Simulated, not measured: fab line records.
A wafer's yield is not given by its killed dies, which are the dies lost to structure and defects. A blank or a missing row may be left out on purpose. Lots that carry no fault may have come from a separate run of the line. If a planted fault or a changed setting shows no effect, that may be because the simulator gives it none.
Chamber matching + flow n5 finfet + rie diel-02 running N5_BEOL_M4_ETCH_69: 4 sister chambers
The step etches SiARC in CF4, target depth 15.6 nm, time 26 s. 20 wafers are shown with their chamber, then 10 later ones without.

WAFERS WITH THEIR CHAMBER
| wafer  | chamber | drypump motor current A (A) | showerhead plenum p Torr (Torr) | throttle valve pct (%) |
|--------|---------|-----------------------------|---------------------------------|------------------------|
| L075.1 | 2       | 5.8                         | 2.13                            | 15.82                  |
| L075.2 | 3       | 6.8                         | 2.10                            | 16.05                  |
| L075.3 | 0       | 5.8                         | 2.04                            | 15.47                  |
| L075.4 | 0       | 5.8                         | 2.04                            | 15.48                  |
| L075.5 | 2       | 5.9                         | 2.13                            | 15.81                  |
| L075.6 | 3       | 6.8                         | 2.11                            | 16.06                  |
| L081.1 | 0       | 5.8                         | 2.03                            | 15.50                  |
| L081.2 | 3       | 6.8                         | 2.10                            | 16.08                  |
| L081.4 | 2       | 5.8                         | 2.13                            | 15.83                  |
| L079.1 | 3       | 6.8                         | 2.10                            | 16.08                  |
| L079.5 | 2       | 5.9                         | 2.13                            | 15.83                  |
| L079.6 | 1       | 6.3                         | 2.17                            | 15.54                  |
| L082.2 | 3       | 6.8                         | 2.10                            | 16.08                  |
| L082.3 | 0       | 5.8                         | 2.03                            | 15.49                  |
| L082.4 | 2       | 5.9                         | 2.13                            | 15.83                  |
| L085.1 | 1       | 6.3                         | 2.17                            | 15.59                  |
| L085.3 | 2       | 5.9                         | 2.13                            | 15.37                  |
| L085.5 | 0       | 5.8                         | 2.03                            | 15.53                  |
| L086.1 | 1       | 6.3                         | 2.17                            | 15.57                  |
| L086.3 | 2       | 5.9                         | 2.13                            | 15.37                  |

SIGNATURES (averages over the wafers above)
| reading                  | chamber 0 | chamber 1 | chamber 2 | chamber 3 | scatter within a chamber |
|--------------------------|-----------|-----------|-----------|-----------|--------------------------|
| drypump motor current A  | 5.800     | 6.300     | 5.871     | 6.800     | 0.0299                   |
| showerhead plenum p Torr | 2.0340    | 2.1700    | 2.1300    | 2.1020    | 0.00354                  |
| throttle valve pct       | 15.4940   | 15.5667   | 15.6943   | 16.0700   | 0.137                    |
Rule: for a wafer and a chamber, the distance is found by dividing, reading by reading, the gap between the wafer's reading and the chamber's mean by the reading's scatter, squaring, summing and taking the root. The wafer belongs to the nearest chamber; if the next one is less than 2 further off, it can't be placed. The scatter: take each reading less its chamber's mean, square it, sum over the shown wafers, divide by the number of wafers less the number of chambers, and take the root.

WAFERS WITH NO CHAMBER GIVEN
| wafer  | drypump motor current A (A) | showerhead plenum p Torr (Torr) | throttle valve pct (%) |
|--------|-----------------------------|---------------------------------|------------------------|
| L086.6 | 5.9                         | 2.13                            | 15.38                  |
| L087.1 | 6.3                         | 2.17                            | 15.59                  |
| L087.3 | 5.8                         | 2.13                            | 15.37                  |
| L087.4 | 5.9                         | 2.13                            | 15.38                  |
| L090.3 | 6.8                         | 2.09                            | 15.56                  |
| L090.4 | 5.9                         | 2.12                            | 15.39                  |
| L090.6 | 5.8                         | 2.02                            | 15.56                  |
| L092.1 | 5.9                         | 2.12                            | 15.40                  |
| L092.2 | 6.8                         | 2.09                            | 15.57                  |
| L092.5 | 6.3                         | 2.16                            | 15.61                  |

THE CHAMBER EACH PASSED THROUGH
| wafer  | from the rows above | in truth |
|--------|---------------------|----------|
| L086.6 | 2                   | 2        |
| L087.1 | 1                   | 1        |
| L087.3 | 2                   | 2        |
| L087.4 | 2                   | 2        |
| L090.3 | 3                   | 3        |
| L090.4 | 2                   | 2        |
| L090.6 | 0                   | 0        |
| L092.1 | 2                   | 2        |
| L092.2 | 3                   | 3        |
| L092.5 | 1                   | 1        |
Correctly placed: 10 of 10. Number that these rows cannot place: 0. Wrongly placed: 0.
